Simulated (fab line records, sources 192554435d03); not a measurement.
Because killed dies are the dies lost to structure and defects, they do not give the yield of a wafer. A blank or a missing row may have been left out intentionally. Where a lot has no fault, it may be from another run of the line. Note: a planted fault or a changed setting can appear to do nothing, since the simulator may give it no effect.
Comparing a struck lot with a sound one | flow n5-finfet | 14 out of 1938 route steps
Sound: the wafers L459.2, L459.4, L459.6. Wafers L467.1, L467.5, L467.6 were the ones struck. The cause is given at the end.
Order at every step that has rows: each side's tool, ch and its chambers, its first start. Under that, the readings that differ: sound wafers | struck wafers | difference of the means | sigmas: that difference in standard deviations of wafers without a fault.
alike: readings whose means differ by less than 2 such deviations, and words and numbers that are the same on both sides. not compared: withheld readings, readings that some wafer has no value for, bounds like >300 that may hide the same value, and numbers for which the record gives no deviation and whose values overlap.
A row with sigmas, a row that says differs or no value, or rows on one side alone: a step with any of these is where the two part. Numbers that have no deviation but don't overlap get no sigmas and don't part them. A reading missing from all wafers of one side parts the sides only when that side holds two or more wafers.

N5_SD_ACTIVATION_RS_MEAS_03: measurement is done with a four-point probe.
  struck on film-metro-02, day 6 06:56; sound on film-metro-01, day 4 04:11
  alike: RS_SD_N, RS_SD_P
N5_SD_ACTIVATION_INSPECT_02: inspects for defects (darkfield).
  struck on defect-inspect-02, day 6 07:15; sound on defect-inspect-01, day 4 04:29
  alike: raw-defect-count
N5_ILD0_LINER_00: material SiNx, target thk 4 nm, pulse time 1 s, purge time 2 s.
  sound on ald-sin-03 ch 0,1,3, day 4 04:32; struck on ald-sin-03 ch 2,3, day 6 07:17
  alike: heater-power-w, precursor-pulse-height-rel
then, 2 steps without rows for these wafers: N5_ILD0_FCVD_FILL_01 (material SiO2 flowable, target thk 200 nm, time 328.3 s); N5_ILD0_CURE_02 (time 1800 s).
N5_ILD0_CMP_03: polishes, stops on SiNx, t overpolish 1.9 s, target thk 197.38 nm.
  sound on cmp-02 ch 0,1, day 4 06:56; struck on cmp-03 ch 0,1,3, day 6 09:50
  alike: motor-current-A, overpolish-run-s, platen-rpm, time-to-endpoint-s
N5_ILD0_THK_MEAS_04:
  struck on film-metro-01, day 6 10:01; sound on film-metro-01, day 4 07:11
  alike: thk-nm
N5_ILD0_CMP_07: polishes SiO2 flowable, stops on poly-Si, t overpolish 1.18 s, target thk 138.88 nm.
  sound on cmp-04 ch 0,2, day 4 07:15; struck on cmp-02 ch 0,1,3, day 6 10:10
  alike: motor-current-A, platen-rpm
N5_ILD0_THK_MEAS_08:
  struck on film-metro-01, day 6 10:20; sound on film-metro-02, day 4 07:31
  alike: thk-nm
then, 1 step without rows for these wafers: N5_ILD0_PRECLEAN_10 (cleans in NF3:NH3, afs cycles 5, time 20 s, sublimation time 60 s).
N5_ILD0_ALD_15: deposits SiNx, target thk 24 nm, pulse time 1 s, ald cycles 480.
  sound on ald-sin-04 ch 0,2, day 4 08:14; struck on ald-sin-02 ch 1,2, day 6 11:03
  alike: heater-power-w, precursor-pulse-height-rel
N5_ILD0_CMP_12: polishes SiNx, stops on poly-Si, t overpolish 6 s, target thk 17.67 nm.
  sound on cmp-04 ch 1,2,3, day 4 10:30; struck on cmp-04 ch 0,2,3, day 6 13:22
  reading                | sound          | struck         | difference | sigmas
  time-to-endpoint-s (s) | 30.9 30.3 34.9 | 60.3 63.6 56.6 | +28.1      | +10
  alike: motor-current-A, overpolish-run-s, platen-rpm
N5_ILD0_THK_MEAS_13:
  struck on film-metro-01, day 6 13:33; sound on film-metro-02, day 4 10:43
  alike: thk-nm
-- the record jumps here: 5 days lie between the struck wafers' starts before and after (it left off in module ILD0 and takes up again in module BEOL_M4, whose first step shown is number 1111 of the route) --
N5_BEOL_M4_RC_MEAS_101:
  sound on prober-02 ch 0, day 9 00:23; struck on prober-01 ch 0, day 11 05:16
  alike: DIBL_N, DIBL_P, IOFF_N, IOFF_P, ION_N, ION_P, SS_N, SS_P, VT_N, VT_P

== WHERE THEY PART ==
Within this record, at N5_ILD0_CMP_12 only. Later steps at which nothing parts them and some readings are alike: N5_ILD0_THK_MEAS_13, N5_BEOL_M4_RC_MEAS_101.

WHY: the cause the simulator had injected
Process parameter drift: cmp-04, from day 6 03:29 on, at N5_ILD0_CMP_12. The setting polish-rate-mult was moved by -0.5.
